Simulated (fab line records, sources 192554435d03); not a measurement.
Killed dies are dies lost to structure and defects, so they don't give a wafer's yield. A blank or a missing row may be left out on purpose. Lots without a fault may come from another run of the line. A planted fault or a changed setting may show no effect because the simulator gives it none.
fab line records | flow n5_finfet
record lots=5 wafers=15 last_day=18
route steps=1938 shown PASSIVATION@1917 END@1938
lots that met no fault: from a run of the same line without faults
start_h: hours from the record's first day to the start of the lot's first wafer shown | wait_h: hours since the lot's step before | " the same as in the row above | L1.1+2: a row that stands for several wafers | - no value, or no start given | * or withheld: withheld | < > ~ a bound
route shown NAME@n: a module of which the file shows steps, and the number in the route of the first | usual: mean/standard deviation of fault-free wafers | same: alike in all rows | chamber/n: place in a boat | sites: the reading at each site | _std_site: their standard deviation | _edge_site: outer sites' mean less inner sites' | radius_mm: how far each site lies from the wafer's centre | mask NAME#n: copy n | behind: the tool/chamber that last shaped the wafer | hold: why the lot was held/for how many hours/how that ended | device: the transistor (n, p or np) that didn't switch | end of line: the same wafers' tests at the end of the route | a step without rows: its recipe alone | killed: dies lost to structure and defects at the first sort, not the wafer's yield | map: a wafer's dies, x killed, . not, _ none there
set.NAME: the setting as run; set.NAME@STEP: as run at that earlier step | model.NAME: the simulator's own value behind a step, which no gauge read
lots at some steps of the route; a table a step, a row a wafer
services: from which hour (start_h, from the record's first day; less than 0 if before it) a tool's chamber was out of use, for how many hours, and why
## steps
# step N5_PASSIVATION_HMDS_37
# recipe time_s=60 temp_c=120
# usual exhaust_pa=45.1/0.87
# columns lot.wafer tool chamber start_h wait_h exhaust_pa
L080.2 litho_track-05 0 285.51 0.1 46.1
L080.4 " 0 " " 44.5
L080.6 " 0 " " 44.4
L083.1 litho_track-01 0 320.12 0.1 45.1
L083.2 " 0 " " 45.7
L083.4 " 0 " " 45.6
L085.1 litho_track-04 0 327.69 0.1 44.7
L085.2 " 0 " " 46.2
L085.5 " 0 " " 44.4
L090.1 litho_track-05 0 355.33 0.1 45.1
L090.2 " 0 " " 47.2
L090.4 " 0 " " 45.3
L096.2 litho_track-05 0 418.43 0.1 45.4
L096.3 " 0 " " 43.6
L096.4 " 0 " " 45.4
# step N5_PASSIVATION_COAT_38
# recipe spin_rpm=3000 resist_thk_nm=withheld
# usual exhaust_pa=45.1/0.93
# columns lot.wafer tool chamber start_h wait_h exhaust_pa
L080.2 litho_track-05 0 - - 45.0
L080.4 " 0 " " 45.2
L080.6 " 0 " " 44.5
L083.1 litho_track-01 0 - - 46.9
L083.2 " 0 " " 46.4
L083.4 " 0 " " 47.2
L085.1 litho_track-04 0 - - 47.1
L085.2 " 0 " " 46.2
L085.5 " 0 " " 47.2
L090.1 litho_track-05 0 - - 44.8
L090.2 " 0 " " 43.3
L090.4 " 0 " " 43.6
L096.2 litho_track-05 0 - - 43.9
L096.3 " 0 " " 43.2
L096.4 " 0 " " 44.8
# step N5_PASSIVATION_EBR_40
# recipe solvent=PGMEA ebr_width_mm=1.5
# usual exhaust_pa=45.1/0.99
# columns lot.wafer tool chamber start_h wait_h exhaust_pa
L080.2 litho_track-05 0 - - 45.5
L080.4 " 0 " " 46.3
L080.6 " 0 " " 46.2
L083.1 litho_track-01 0 - - 44.9
L083.2 " 0 " " 46.3
L083.4 " 0 " " 45.2
L085.1 litho_track-04 0 - - 45.3
L085.2 " 0 " " 44.8
L085.5 " 0 " " 45.5
L090.1 litho_track-05 0 - - 44.1
L090.2 " 0 " " 44.2
L090.4 " 0 " " 43.3
L096.2 litho_track-05 0 - - 44.2
L096.3 " 0 " " 43.4
L096.4 " 0 " " 44.5
# step N5_PASSIVATION_SOFTBAKE_39
# recipe temp_c=110 time_s=120
# usual exhaust_pa=45.1/0.97
# columns lot.wafer tool chamber start_h wait_h exhaust_pa
L080.2 litho_track-05 0 - - 45.3
L080.4 " 0 " " 45.0
L080.6 " 0 " " 44.7
L083.1 litho_track-01 0 - - 44.9
L083.2 " 0 " " 45.4
L083.4 " 0 " " 46.2
L085.1 litho_track-04 0 - - 46.0
L085.2 " 0 " " 45.1
L085.5 " 0 " " 45.5
L090.1 litho_track-05 0 - - 46.2
L090.2 " 0 " " 46.4
L090.4 " 0 " " 45.4
L096.2 litho_track-05 0 - - 43.7
L096.3 " 0 " " 44.6
L096.4 " 0 " " 44.2
# step N5_PASSIVATION_EXPOSE_41
# recipe mask_id=PASS_OPEN na=0.55 defocus_nm=0 source_shape=conventional sigma_outer=0.8 polarization=unpolarized target_cd_nm=40000 dose_mj=57.25
# columns lot.wafer tool chamber start_h wait_h mask
L080.2+4+6 krf_scanner-01 0 285.76 - PASS_OPEN#0
L083.1+2+4 krf_scanner-02 0 320.26 - PASS_OPEN#0
L085.1+2+5 krf_scanner-02 0 327.81 - PASS_OPEN#0
L090.1+2+4 krf_scanner-01 0 355.45 - PASS_OPEN#0
L096.2+3+4 krf_scanner-01 0 418.56 - PASS_OPEN#0
# step N5_PASSIVATION_PEB_42
# recipe peb_temp_c=withheld peb_time_s=*
# usual exhaust_pa=44.8/0.82
# columns lot.wafer tool chamber start_h wait_h exhaust_pa
L080.2 litho_track-04 0 285.82 0.0 45.5
L080.4 " 0 " " 45.9
L080.6 " 0 " " 46.1
L083.1 litho_track-04 0 320.32 0.1 44.5
L083.2 " 0 " " 44.5
L083.4 " 0 " " 44.5
L085.1 litho_track-05 0 327.87 0.1 44.4
L085.2 " 0 " " 44.6
L085.5 " 0 " " 43.7
L090.1 litho_track-05 0 355.51 0.1 44.5
L090.2 " 0 " " 45.4
L090.4 " 0 " " 44.4
L096.2 litho_track-01 0 418.61 0.0 44.2
L096.3 " 0 " " 45.0
L096.4 " 0 " " 43.5
# step N5_PASSIVATION_DEVELOP_43
# recipe develop_time_s=60 rinse_liquid=diw dry=air_spin dev_temp_c=21
# usual exhaust_pa=45.0/0.97
# columns lot.wafer tool chamber start_h wait_h exhaust_pa
L080.2 litho_track-04 0 - - 45.0
L080.4 " 0 " " 45.4
L080.6 " 0 " " 45.1
L083.1 litho_track-04 0 - - 44.7
L083.2 " 0 " " 44.8
L083.4 " 0 " " 43.4
L085.1 litho_track-05 0 - - 43.7
L085.2 " 0 " " 43.8
L085.5 " 0 " " 43.6
L090.1 litho_track-05 0 - - 43.9
L090.2 " 0 " " 43.6
L090.4 " 0 " " 45.1
L096.2 litho_track-01 0 - - 43.9
L096.3 " 0 " " 43.3
L096.4 " 0 " " 44.9
# step N5_PASSIVATION_HARDBAKE_45
# recipe temp_c=130 time_s=120
# usual exhaust_pa=45.0/0.8
# columns lot.wafer tool chamber start_h wait_h exhaust_pa
L080.2 litho_track-04 0 - - 45.9
L080.4 " 0 " " 46.0
L080.6 " 0 " " 45.4
L083.1 litho_track-04 0 - - 45.0
L083.2 " 0 " " 45.5
L083.4 " 0 " " 44.9
L085.1 litho_track-05 0 - - 46.7
L085.2 " 0 " " 45.4
L085.5 " 0 " " 44.6
L090.1 litho_track-05 0 - - 46.3
L090.2 " 0 " " 45.3
L090.4 " 0 " " 45.7
L096.2 litho_track-01 0 - - 43.8
L096.3 " 0 " " 44.2
L096.4 " 0 " " 46.0
# step N5_PASSIVATION_CD_MEAS_44
# recipe target_cd_nm=40000 landing_energy_ev=500 detector=se_inlens
# usual cd_nm=40000/3.5
# columns lot.wafer tool chamber start_h wait_h cd_nm
L080.2 cd_sem-03 0 285.94 - 40001
L080.4 " 0 " " 40000
L080.6 " 0 " " 40000
L083.1 cd_sem-02 0 320.44 - 39999
L083.2 " 0 " " 39997
L083.4 " 0 " " 40001
L085.1 cd_sem-03 0 327.99 - 39998
L085.2 " 0 " " 39997
L085.5 " 0 " " 39995
L090.1 cd_sem-03 0 355.63 - 40000
L090.2 " 0 " " 40003
L090.4 " 0 " " 39999
L096.2 cd_sem-01 0 418.73 - 39997
L096.3 " 0 " " 39998
L096.4 " 0 " " 40000
# step N5_PASSIVATION_OVL_MEAS_66
# recipe points_per_wafer=44
# usual PASS_OPEN_OVL=5/5.5
# columns lot.wafer tool chamber start_h wait_h PASS_OPEN_OVL[nm]
L080.2 overlay-01 0 285.96 0.0 9
L080.4 " 0 " " 0
L080.6 " 0 " " 4
L083.1 overlay-01 0 320.47 0.0 11
L083.2 " 0 " " 16
L083.4 " 0 " " 8
L085.1 overlay-02 0 328.02 0.0 0
L085.2 " 0 " " 10
L085.5 " 0 " " -6
L090.1 overlay-01 0 355.66 0.0 4
L090.2 " 0 " " -1
L090.4 " 0 " " -4
L096.2 overlay-02 0 418.76 0.0 -2
L096.3 " 0 " " 3
L096.4 " 0 " " 2
# step N5_PASSIVATION_INSPECT_67
# recipe mode=adi inspect_instrument=macro
# usual raw_defect_count=2.1/1.4
# columns lot.wafer tool chamber start_h wait_h raw_defect_count
L080.2 defect_inspect-02 - 285.99 0.0 4
L080.4 " - " " 2
L080.6 " - " " 0
L083.1 defect_inspect-02 - 320.49 0.0 5
L083.2 " - " " 0
L083.4 " - " " 2
L085.1 defect_inspect-01 - 328.04 0.0 2
L085.2 " - " " 3
L085.5 " - " " 3
L090.1 defect_inspect-02 - 355.68 0.0 5
L090.2 " - " " 3
L090.4 " - " " 1
L096.2 defect_inspect-01 - 418.79 0.0 4
L096.3 " - " " 2
L096.4 " - " " 1
# step N5_PASSIVATION_DESCUM_46
# recipe chemistry=O2 time_s=7.9 source_power_w=50 bias_power_w=20 pressure_mtorr=20 rf_frequency_hz=2.712e+07 temp_c=40 o2_flow_sccm=225
# usual drypump_motor_current_A=5.8/0.4 oes_product_au=0.82/0.078 rf_vpp_V=243.4/1.3 showerhead_plenum_p_Torr=2.11/0.066 throttle_valve_pct=20.26/0.25
# columns lot.wafer tool chamber start_h wait_h drypump_motor_current_A oes_product_au rf_hours_counter_h rf_vpp_V showerhead_plenum_p_Torr throttle_valve_pct
L080.2 rie_diel-02 3 286.02 0.0 5.9 0.76 132 242.4 2.09 20.45
L080.4 " 0 " " 5.5 0.76 145 242.6 2.08 20.01
L080.6 " 0 " " 5.4 0.76 - 242.8 2.08 20.01
L083.1 rie_diel-01 1 320.52 0.0 5.9 0.81 86 242.5 2.02 20.21
L083.2 " 2 " " 5.6 0.72 231 243.3 2.06 20.13
L083.4 " 3 " " 6.2 0.79 99 245.7 2.20 20.20
L085.1 rie_diel-02 3 328.16 0.1 5.9 0.75 145 243.0 2.09 20.45
L085.2 " 2 " " 5.7 0.85 66 244.2 2.12 20.69
L085.5 " 2 " " 5.6 0.86 - 244.5 2.12 20.71
L090.1 rie_diel-03 0 356.01 0.3 6.3 0.84 63 242.1 2.03 19.99
L090.2 " 3 " " 6.3 0.88 47 241.6 2.05 20.46
L090.4 " 2 " " 6.4 0.99 3 244.8 2.23 20.07
L096.2 rie_diel-03 2 418.93 0.1 6.4 0.94 25 245.8 2.23 20.11
L096.3 " 3 " " 6.3 0.85 69 241.8 2.04 20.49
L096.4 " 0 " " 6.3 0.82 83 242.1 2.03 20.03
# step N5_PASSIVATION_PASS_ETCH_47
# recipe chemistry=CF4/O2 target=SiNx target_depth_a=7700 time_s=385 ion_energy_ev=100 pressure_mtorr=40 source_w=535 bias_w=49 Ar_flow_sccm=100 cf4_flow_sccm=100 O2_flow_sccm=10
# usual drypump_motor_current_A=5.8/0.4 oes_product_au=0.82/0.075 rf_vpp_V=240/3 showerhead_plenum_p_Torr=2.22/0.063 throttle_valve_pct=15.72/0.24
# columns lot.wafer tool chamber start_h wait_h drypump_motor_current_A oes_product_au rf_hours_counter_h rf_vpp_V showerhead_plenum_p_Torr throttle_valve_pct
L080.2 rie_diel-02 3 286.06 0.0 5.8 0.77 132 242 2.21 15.94
L080.4 " 0 " " 5.5 0.76 145 239 2.20 15.52
L080.6 " 0 " " 5.5 0.76 - 239 2.20 15.56
L083.1 rie_diel-01 1 320.56 0.0 5.9 0.81 86 238 2.14 15.72
L083.2 " 2 " " 5.6 0.72 231 234 2.18 15.71
L083.4 " 3 " " 6.2 0.79 99 242 2.31 15.61
L085.1 rie_diel-02 3 328.19 0.0 5.9 0.75 145 242 2.21 15.96
L085.2 " 2 " " 5.6 0.85 66 237 2.24 16.12
L085.5 " 2 " " 5.6 0.85 - 238 2.24 16.09
L090.1 rie_diel-03 0 356.05 0.0 6.3 0.84 63 241 2.15 15.45
L090.2 " 3 " " 6.3 0.86 47 239 2.16 15.84
L090.4 " 2 " " 6.4 0.98 3 248 2.34 15.41
L096.2 rie_diel-03 2 418.97 0.0 6.4 0.92 25 247 2.33 15.48
L096.3 " 3 " " 6.3 0.84 69 237 2.15 15.85
L096.4 " 0 " " 6.3 0.81 83 241 2.14 15.49
# step N5_PASSIVATION_ETCH_54
# recipe chemistry=CHF3/O2 target=SiO2 target_depth_a=8800 CHF3_flow_sccm=50 O2_flow_sccm=5 Ar_flow_sccm=200 time_s=440 mask_material=PR pressure_mtorr=30 source_w=650 bias_w=170 ion_energy_ev=200
# usual drypump_motor_current_A=5.9/0.4 oes_product_au=0.82/0.075 rf_vpp_V=522/6.3 showerhead_plenum_p_Torr=2.43/0.07 throttle_valve_pct=18.66/0.25
# columns lot.wafer tool chamber start_h wait_h drypump_motor_current_A oes_product_au rf_hours_counter_h rf_vpp_V showerhead_plenum_p_Torr throttle_valve_pct
L080.2 rie_diel-02 3 286.29 0.1 5.9 0.76 132 527 2.43 18.92
L080.4 " 0 " " 5.5 0.76 145 521 2.41 18.46
L080.6 " 0 " " 5.5 0.76 - 521 2.41 18.46
L083.1 rie_diel-01 1 320.79 0.1 5.9 0.81 86 515 2.33 18.65
L083.2 " 2 " " 5.6 0.72 231 510 2.38 18.61
L083.4 " 3 " " 6.2 0.79 99 527 2.53 18.55
L085.1 rie_diel-02 3 328.42 0.1 5.9 0.76 145 527 2.42 18.93
L085.2 " 2 " " 5.6 0.85 66 519 2.44 19.05
L085.5 " 2 " " 5.6 0.85 - 518 2.44 19.04
L090.1 rie_diel-03 0 356.28 0.1 6.3 0.83 64 526 2.34 18.35
L090.2 " 3 " " 6.3 0.86 47 519 2.36 18.83
L090.4 " 2 " " 6.4 0.98 3 539 2.56 18.42
L096.2 rie_diel-03 2 419.20 0.1 6.4 0.92 25 538 2.55 18.46
L096.3 " 3 " " 6.3 0.84 69 519 2.36 18.86
L096.4 " 0 " " 6.3 0.82 83 526 2.34 18.37
# step N5_PASSIVATION_STRIP_48
# recipe chemistry=O2 power_w=600 temp_c=60 pressure_mtorr=30 rf_frequency_hz=6e+07 bias_power_w=0 overash_fraction=0.5 o2_flow_sccm=225
# usual drypump_motor_current_A=5.9/0.4 oes_product_au=0.82/0.081 rf_vpp_V=3.6/2.3 showerhead_plenum_p_Torr=2.11/0.066 throttle_valve_pct=16.51/0.24
# columns lot.wafer tool chamber start_h wait_h drypump_motor_current_A oes_product_au rf_hours_counter_h rf_vpp_V showerhead_plenum_p_Torr throttle_valve_pct
L080.2 rie_diel-02 3 286.58 0.1 5.9 0.79 132 7.1 2.10 16.66
L080.4 " 0 " " 5.5 0.78 145 1.6 2.09 16.25
L080.6 " 0 " " 5.6 0.78 - 3.0 2.09 16.32
L083.1 rie_diel-01 1 321.08 0.1 5.9 0.83 86 3.0 2.02 16.49
L083.2 " 2 " " 5.5 0.75 231 0.9 2.06 16.46
L083.4 " 3 " " 6.2 0.78 99 1.7 2.21 16.50
L085.1 rie_diel-02 3 328.71 0.1 5.9 0.78 146 4.7 2.09 16.67
L085.2 " 2 " " 5.6 0.87 66 5.5 2.13 16.93
L085.5 " 2 " " 5.6 0.85 - 3.7 2.13 16.90
L090.1 rie_diel-03 0 356.57 0.1 6.3 0.84 64 4.5 2.04 16.30
L090.2 " 3 " " 6.3 0.88 48 2.7 2.06 16.75
L090.4 " 2 " " 6.4 0.97 3 4.7 2.24 16.29
L096.2 rie_diel-03 2 419.49 0.1 6.4 0.91 25 2.3 2.23 16.29
L096.3 " 3 " " 6.3 0.87 69 6.0 2.05 16.69
L096.4 " 0 " " 6.3 0.81 83 5.5 2.03 16.31
# step N5_PASSIVATION_STRIP_52
# recipe chemistry=post_etch_residue_remover time_s=1200 temp_c=72.5
# columns lot.wafer tool chamber start_h wait_h
L080.2+4+6 wet_bench-04 3,0,7 286.64 -
L083.1+2+4 wet_bench-04 2,7,1 321.14 -
L085.1+2+5 wet_bench-04 6,3,2 328.78 -
L090.1+2+4 wet_bench-01 4,1,3 356.63 -
L096.2+3+4 wet_bench-04 2,5,4 419.55 -
# step N5_PASSIVATION_CLEAN_71
# recipe chemistry=IPA time_s=180 temp_c=25
# columns lot.wafer tool chamber start_h wait_h
L080.2+4+6 wet_bench-04 3,0,7 286.98 0.0
L083.1+2+4 wet_bench-04 2,7,1 321.48 0.0
L085.1+2+5 wet_bench-04 6,3,2 329.11 0.0
L090.1+2+4 wet_bench-01 4,1,3 356.97 0.0
L096.2+3+4 wet_bench-04 2,5,4 419.92 0.0
# step N5_PASSIVATION_SRD_72
# recipe dry=ipa_marangoni time_s=30 temp_c=23 rinse_liquid=diw
# columns lot.wafer tool chamber start_h wait_h
L080.2+4+6 wet_bench-04 3,0,7 287.03 0.0
L083.1+2+4 wet_bench-04 2,7,1 321.53 0.0
L085.1+2+5 wet_bench-04 6,3,2 329.16 0.0
L090.1+2+4 wet_bench-01 4,1,3 357.02 0.0
L096.2+3+4 wet_bench-04 2,5,4 419.97 0.0
# step N5_PASSIVATION_ANNEAL_56
# recipe temp_c=400 time_s=1800 ambient=FGA idle_temp_c=300 ramp_up_c_per_min=5 ramp_down_c_per_min=3
# columns lot.wafer tool chamber start_h wait_h
L080.2+4+6 furnace-01 0 287.07 0.0
L083.1+2+4 furnace-03 0 321.57 0.0
L085.1+2+5 furnace-02 0 329.21 0.0
L090.1+2+4 furnace-02 0 357.06 0.0
L096.2+3+4 furnace-02 0 420.02 0.0
# step N5_PASSIVATION_INSPECT_57
# recipe inspect_instrument=macro mode=outgoing
# usual raw_defect_count=2.2/1.5
# columns lot.wafer tool chamber start_h wait_h raw_defect_count
L080.2 defect_inspect-02 - 289.43 0.0 0
L080.4 " - " " 2
L080.6 " - " " 2
L083.1 defect_inspect-01 - 323.97 0.0 2
L083.2 " - " " 1
L083.4 " - " " 3
L085.1 defect_inspect-01 - 331.55 0.0 4
L085.2 " - " " 1
L085.5 " - " " 0
L090.1 defect_inspect-01 - 359.41 0.0 1
L090.2 " - " " 4
L090.4 " - " " 2
L096.2 defect_inspect-02 - 422.38 0.0 2
L096.3 " - " " 2
L096.4 " - " " 5
## services
# columns tool chamber start_h hours kind
krf_scanner-02 - 271.37 0.8 pm
rie_diel-03 1 296.75 - clean
rie_diel-03 1 296.75 - consumable_replace:focus_ring
rie_diel-03 1 296.75 21.4 scheduled_down
litho_track-04 - 296.84 - consumable_replace:filter
rie_diel-03 - 297.60 0.3 repair
krf_scanner-01 - 304.80 1.3 pm
rie_diel-03 2 307.14 2.8 repair
krf_scanner-01 - 311.29 2.5 repair
furnace-02 - 312.43 13.8 repair
krf_scanner-01 - 317.75 4.0 pm
rie_diel-01 - 326.39 2.8 pm
krf_scanner-01 - 331.34 1.0 pm
litho_track-05 - 346.26 - consumable_replace:filter
rie_diel-02 1 347.22 1.7 repair
krf_scanner-02 - 351.77 1.3 pm
krf_scanner-01 - 359.31 0.8 pm
rie_diel-01 2 360.58 11.6 repair
krf_scanner-01 - 365.81 9.1 repair
wet_bench-04 - 372.85 3.9 repair
rie_diel-03 0 391.28 3.4 repair
rie_diel-02 1 395.77 3.4 repair
krf_scanner-02 - 400.30 1.0 pm
krf_scanner-01 - 400.79 5.9 repair
## key
fault none
